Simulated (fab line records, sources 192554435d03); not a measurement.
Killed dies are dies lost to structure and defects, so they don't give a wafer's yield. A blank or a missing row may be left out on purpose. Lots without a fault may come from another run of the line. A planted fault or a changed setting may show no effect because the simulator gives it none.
Which tool did it? | flow n5_finfet | 24 lots, 72 wafers sampled, at 6 steps of a route of 1938

WHAT THE GAUGES READ, wafer by wafer
N5_MIM_TOP_LITHO_OVL_MEAS_11.
lot  | measured     | on         | MIM_TOP_OVL (nm)
L074 | day 11 16:58 | overlay-02 | 7 6 -1
L075 | day 11 17:08 | overlay-01 | 0 -7 -2
L076 | day 12 04:28 | overlay-01 | 6 -4 -3
L077 | day 12 07:55 | overlay-02 | 3 2 -2
L078 | day 13 00:21 | overlay-01 | 4 4 -2
L079 | day 13 01:28 | overlay-01 | 1 3 -7
L080 | day 13 12:32 | overlay-01 | 3 -10 -2
L081 | day 14 01:53 | overlay-02 | -5 2 -5
L082 | day 14 07:01 | overlay-02 | 5 -2 0
L083 | day 14 08:52 | overlay-02 | 5 3 5
L084 | day 14 12:32 | overlay-01 | 1 0 -3
L085 | day 14 12:42 | overlay-01 | -8 -6 -2
L086 | day 15 06:05 | overlay-01 | -3 -5 7
L088 | day 15 11:13 | overlay-02 | 4 3 2
L087 | day 15 16:04 | overlay-01 | 8 0 4
L089 | day 16 14:16 | overlay-01 | -1 -3 0
L090 | day 16 14:18 | overlay-02 | -1 -2 -2
L091 | day 16 14:20 | overlay-01 | -4 0 -8
L092 | day 16 21:33 | overlay-02 | -8 -4 0
L094 | day 17 07:47 | overlay-01 | 6 0 -3
L095 | day 17 08:39 | overlay-02 | 2 -1 -2
L093 | day 17 12:42 | overlay-01 | 3 8 -1
L096 | day 18 02:40 | overlay-02 | -6 -1 -3
L097 | day 18 14:06 | overlay-01 | 5 -5 0

N5_MIM_TOP_LITHO_INSPECT_12: inspects for defects (macro).
lot  | measured     | on                | raw_defect_count
L074 | day 11 16:59 | defect_inspect-02 | 1 3 2
L075 | day 11 17:09 | defect_inspect-02 | 3 5 0
L076 | day 12 04:29 | defect_inspect-02 | 0 1 1
L077 | day 12 07:56 | defect_inspect-02 | 5 2 1
L078 | day 13 00:27 | defect_inspect-02 | 3 2 1
L079 | day 13 01:29 | defect_inspect-02 | 1 1 0
L080 | day 13 12:34 | defect_inspect-02 | 1 3 4
L081 | day 14 01:54 | defect_inspect-02 | 4 1 0
L082 | day 14 07:02 | defect_inspect-01 | 3 0 6
L083 | day 14 08:53 | defect_inspect-01 | 1 1 3
L084 | day 14 12:46 | defect_inspect-01 | 2 6 2
L085 | day 14 12:46 | defect_inspect-01 | 2 3 1
L086 | day 15 06:06 | defect_inspect-02 | 4 5 2
L088 | day 15 11:14 | defect_inspect-02 | 1 2 0
L087 | day 15 16:05 | defect_inspect-01 | 3 0 5
L089 | day 16 14:17 | defect_inspect-02 | 2 3 2
L090 | day 16 14:19 | defect_inspect-01 | 3 1 2
L091 | day 16 14:21 | defect_inspect-02 | 1 0 3
L092 | day 16 21:35 | defect_inspect-01 | 1 4 3
L094 | day 17 07:49 | defect_inspect-01 | 1 1 3
L095 | day 17 08:40 | defect_inspect-01 | 2 0 4
L093 | day 17 12:44 | defect_inspect-02 | 1 2 1
L096 | day 18 02:41 | defect_inspect-02 | 0 1 4
L097 | day 18 14:08 | defect_inspect-01 | 2 1 0

N5_PASSIVATION_OVL_MEAS_60.
lot  | measured     | on         | TV_OVL (nm)
L074 | day 11 19:26 | overlay-01 | 4 0 -4
L075 | day 11 19:38 | overlay-02 | 3 2 4
L076 | day 12 09:27 | overlay-01 | 3 7 0
L077 | day 12 13:50 | overlay-02 | -4 -2 1
L078 | day 13 05:07 | overlay-01 | -3 -4 -2
L079 | day 13 04:49 | overlay-01 | 0 0 2
L080 | day 13 14:55 | overlay-01 | -4 -1 1
L081 | day 14 06:23 | overlay-02 | -4 -4 0
L082 | day 14 10:52 | overlay-01 | 2 5 -2
L083 | day 14 11:25 | overlay-01 | 2 3 0
L084 | day 14 16:37 | overlay-01 | 6 0 -1
L085 | day 14 16:12 | overlay-01 | 2 0 0
L086 | day 15 09:48 | overlay-01 | 4 2 -1
L088 | day 15 13:57 | overlay-02 | -16 -12 -3
L087 | day 15 18:29 | overlay-02 | 6 3 8
L089 | day 16 19:11 | overlay-01 | 2 -7 -12
L090 | day 16 19:13 | overlay-01 | -2 -1 0
L091 | day 16 20:14 | overlay-02 | 4 4 1
L092 | day 17 01:09 | overlay-01 | -3 2 1
L094 | day 17 11:22 | overlay-02 | 2 -6 1
L095 | day 17 11:31 | overlay-01 | -2 -2 2
L093 | day 17 15:21 | overlay-02 | -3 -3 -5
L096 | day 18 04:55 | overlay-01 | -2 -2 0
L097 | day 18 16:26 | overlay-02 | -10 -12 -12

WHICH TOOL RAN EACH LOT (tool, then ch and the chambers of the sampled wafers, then the start)
lot  | N5_BEOL_M14_CMP_49            | N5_BEOL_M15_PRE_CLEAN_42     | N5_PASSIVATION_PECVD_01
L074 | cmp-03 ch 0,1,2, day 11 07:13 | pvd_sputter-01, day 11 13:00 | pecvd-03 ch 0,1, day 11 18:54
L075 | cmp-01 ch 1,2,3, day 11 08:14 | pvd_sputter-01, day 11 13:25 | pecvd-01 ch 1,2, day 11 19:04
L076 | cmp-04 ch 0,2,3, day 11 16:05 | pvd_sputter-03, day 11 20:05 | pecvd-01 ch 0,1,2, day 12 09:04
L077 | cmp-04 ch 1,2,3, day 11 20:20 | pvd_sputter-01, day 12 04:14 | pecvd-04 ch 1,2, day 12 12:46
L078 | cmp-03 ch 1,2,3, day 12 11:36 | pvd_sputter-02, day 12 15:40 | pecvd-04 ch 0,1, day 13 02:32
L079 | cmp-01 ch 0,1,3, day 12 16:38 | pvd_sputter-01, day 12 21:13 | pecvd-01 ch 1,2, day 13 03:23
L080 | cmp-04 ch 1,2,3, day 12 21:49 | pvd_sputter-02, day 13 05:24 | pecvd-03 ch 1,2, day 13 14:23
L081 | cmp-04 ch 0,2,3, day 13 13:08 | pvd_sputter-01, day 13 18:37 | pecvd-01 ch 0,1, day 14 04:08
L082 | cmp-04 ch 0,2,3, day 13 19:22 | pvd_sputter-01, day 14 01:11 | pecvd-04 ch 0,2, day 14 08:44
L083 | cmp-04 ch 0,1,3, day 13 22:14 | pvd_sputter-02, day 14 02:07 | pecvd-03 ch 1,2, day 14 11:01
L084 | cmp-01 ch 0,1,3, day 14 02:00 | pvd_sputter-01, day 14 07:42 | pecvd-04 ch 0,1,2, day 14 14:34
L085 | cmp-03 ch 0,2,3, day 14 03:41 | pvd_sputter-03, day 14 08:37 | pecvd-01 ch 0,1, day 14 15:11
L086 | cmp-04 ch 1,2,3, day 14 18:37 | pvd_sputter-01, day 14 23:13 | pecvd-01 ch 0,2, day 15 07:59
L088 | cmp-03 ch 2,3, day 15 00:55   | pvd_sputter-03, day 15 05:15 | pecvd-04 ch 0,1,2, day 15 13:13
L087 | cmp-04 ch 0,1,2, day 15 06:05 | pvd_sputter-03, day 15 11:28 | pecvd-03 ch 0,2, day 15 17:58
L089 | cmp-04 ch 2,3, day 15 20:03   | pvd_sputter-03, day 16 00:43 | pecvd-01 ch 1,2, day 16 16:30
L090 | cmp-01 ch 2,3, day 15 23:20   | pvd_sputter-01, day 16 08:16 | pecvd-01 ch 0,1,2, day 16 16:50
L091 | cmp-01 ch 0,1,2, day 16 02:13 | pvd_sputter-02, day 16 08:18 | pecvd-04 ch 0,2, day 16 16:51
L092 | cmp-01 ch 1,3, day 16 09:37   | pvd_sputter-01, day 16 16:59 | pecvd-04 ch 0,1, day 16 23:19
L094 | cmp-04 ch 0,1,2, day 16 20:48 | pvd_sputter-01, day 17 02:20 | pecvd-01 ch 1,2, day 17 09:43
L095 | cmp-01 ch 0,1,2, day 16 21:14 | pvd_sputter-03, day 17 02:52 | pecvd-03 ch 0,1,2, day 17 10:34
L093 | cmp-03 ch 1,2,3, day 17 03:22 | pvd_sputter-03, day 17 07:31 | pecvd-04 ch 0,1,2, day 17 14:56
L096 | cmp-01 ch 0,2,3, day 17 13:11 | pvd_sputter-02, day 17 22:14 | pecvd-03 ch 0,1, day 18 04:32
L097 | cmp-03 ch 1,3, day 18 03:13   | pvd_sputter-02, day 18 08:10 | pecvd-01 ch 0,1,2, day 18 15:52
- N5_BEOL_M14_CMP_49: polishes, stops on SiO2, t overpolish 5.2 s, target thk 560 nm.
- N5_BEOL_M15_PRE_CLEAN_42: time 30 s.
- N5_PASSIVATION_PECVD_01: deposits SiNx from SiH4/NH3/N2, target thk 200 nm, time 43.2 s.

WHAT THE TOOLS THEMSELVES READ (means of the sampled wafers that have a number; where no wafer has one, the mark that the record gives instead)
N5_BEOL_M14_CMP_49.
lot  | tool   | barrier_field_endpoint_s (s) | motor_current_A (A) | overpolish_run_s (s) | time_to_endpoint_s (s)
L074 | cmp-03 | 11.2                         | 8.2                 | 5.202                | 118
L075 | cmp-01 | 11.8                         | 9.6                 | 5.197                | 126
L076 | cmp-04 | 11.5                         | 7.6                 | 5.198                | 123
L077 | cmp-04 | 11.3                         | 7.3                 | 5.197                | 120
L078 | cmp-03 | 11.4                         | 7.7                 | 5.194                | 121
L079 | cmp-01 | 11.4                         | 9.1                 | 5.199                | 120
L080 | cmp-04 | 11.4                         | 7.3                 | 5.193                | 119
L081 | cmp-04 | 11.3                         | 7.6                 | 5.201                | 117
L082 | cmp-04 | 11.6                         | 7.6                 | 5.205                | 120
L083 | cmp-04 | 11.3                         | 7.4                 | 5.197                | 119
L084 | cmp-01 | 11.3                         | 9.2                 | 5.199                | 118
L085 | cmp-03 | 11.3                         | 7.6                 | 5.206                | 117
L086 | cmp-04 | 11.2                         | 7.2                 | 5.208                | 119
L088 | cmp-03 | 11.5                         | 7.6                 | 5.187                | 117
L087 | cmp-04 | 11.2                         | 7.6                 | 5.205                | 120
L089 | cmp-04 | 10.9                         | 7.4                 | 5.201                | 114
L090 | cmp-01 | 11.8                         | 10.1                | 5.204                | 125
L091 | cmp-01 | 11.5                         | 8.9                 | 5.199                | 121
L092 | cmp-01 | 11.7                         | 9.3                 | 5.205                | 122
L094 | cmp-04 | 11.4                         | 7.4                 | 5.192                | 121
L095 | cmp-01 | 11.6                         | 8.8                 | 5.204                | 125
L093 | cmp-03 | 11.7                         | 7.8                 | 5.194                | 128
L096 | cmp-01 | 11.6                         | 9.5                 | 5.195                | 126
L097 | cmp-03 | 11.9                         | 7.3                 | 5.193                | 128

N5_BEOL_M15_PRE_CLEAN_42.
lot  | tool           | heater_power_w (W)
L074 | pvd_sputter-01 | 468
L075 | pvd_sputter-01 | 437
L076 | pvd_sputter-03 | 462
L077 | pvd_sputter-01 | 429
L078 | pvd_sputter-02 | 478
L079 | pvd_sputter-01 | 463
L080 | pvd_sputter-02 | 468
L081 | pvd_sputter-01 | 503
L082 | pvd_sputter-01 | 433
L083 | pvd_sputter-02 | 494
L084 | pvd_sputter-01 | 438
L085 | pvd_sputter-03 | 464
L086 | pvd_sputter-01 | 423
L088 | pvd_sputter-03 | 463
L087 | pvd_sputter-03 | 428
L089 | pvd_sputter-03 | 503
L090 | pvd_sputter-01 | 452
L091 | pvd_sputter-02 | 450
L092 | pvd_sputter-01 | 466
L094 | pvd_sputter-01 | 465
L095 | pvd_sputter-03 | 465
L093 | pvd_sputter-03 | 502
L096 | pvd_sputter-02 | 484
L097 | pvd_sputter-02 | 478

N5_PASSIVATION_PECVD_01.
lot  | tool     | chamber_pressure_Torr (Torr) | heater_power_w (W) | showerhead_plenum_p_Torr (Torr) | throttle_valve_pct (%)
L074 | pecvd-03 | 4.914                        | 395                | 8.77                            | 28.4
L075 | pecvd-01 | 4.907                        | 318                | 8.70                            | 28.4
L076 | pecvd-01 | 4.906                        | 310                | 8.71                            | 28.4
L077 | pecvd-04 | 4.900                        | 390                | 8.64                            | 26.7
L078 | pecvd-04 | 4.905                        | 376                | 8.59                            | 28.0
L079 | pecvd-01 | 4.903                        | 274                | 8.70                            | 28.3
L080 | pecvd-03 | 4.899                        | 293                | 8.74                            | 27.3
L081 | pecvd-01 | 4.906                        | 373                | 8.71                            | 28.4
L082 | pecvd-04 | 4.906                        | 382                | 8.66                            | 26.7
L083 | pecvd-03 | 4.886                        | 350                | 8.74                            | 27.1
L084 | pecvd-04 | 4.903                        | 401                | 8.62                            | 27.6
L085 | pecvd-01 | 4.897                        | 367                | 8.72                            | 28.3
L086 | pecvd-01 | 4.896                        | 294                | 8.69                            | 28.6
L088 | pecvd-04 | 4.902                        | 390                | 8.62                            | 27.3
L087 | pecvd-03 | 4.910                        | 384                | 8.79                            | 28.6
L089 | pecvd-01 | 4.904                        | 307                | 8.70                            | 28.6
L090 | pecvd-01 | 4.894                        | 360                | 8.69                            | 28.6
L091 | pecvd-04 | 4.906                        | 359                | 8.66                            | 27.1
L092 | pecvd-04 | 4.901                        | 330                | 8.57                            | 27.7
L094 | pecvd-01 | 4.895                        | 331                | 8.72                            | 28.3
L095 | pecvd-03 | 4.894                        | 350                | 8.76                            | 28.1
L093 | pecvd-04 | 4.901                        | 402                | 8.62                            | 27.5
L096 | pecvd-03 | 4.899                        | 424                | 8.76                            | 28.7
L097 | pecvd-01 | 4.903                        | 343                | 8.70                            | 28.6

THE ANSWER, worked out from the rows above alone
Rule: what is usual is taken from the lots themselves. Put in order of their means at a reading, lots are off if they are a third of the lots or fewer, leave a main group of 4 or more, and stand apart from it by a gap of 3 or more times the standard deviation of the main group's means; of several such gaps the widest counts. A main group whose means are all the same, to the digits that the tables above print for the reading, isn't used. A lot without any number at a reading at which 4 lots or more have one is off too. The other lots that the step has rows for count as sound. The gauges are gone through in route order, then the tools' own readings, and for those a lot's mean is taken as printed above. The first step at which some lot is off is used, and at that step the reading that is off furthest; a lot without a number counts as furthest.
No lot is off at any reading shown: from this, nothing can be told.

WHAT THE SIMULATOR HAD PUT IN
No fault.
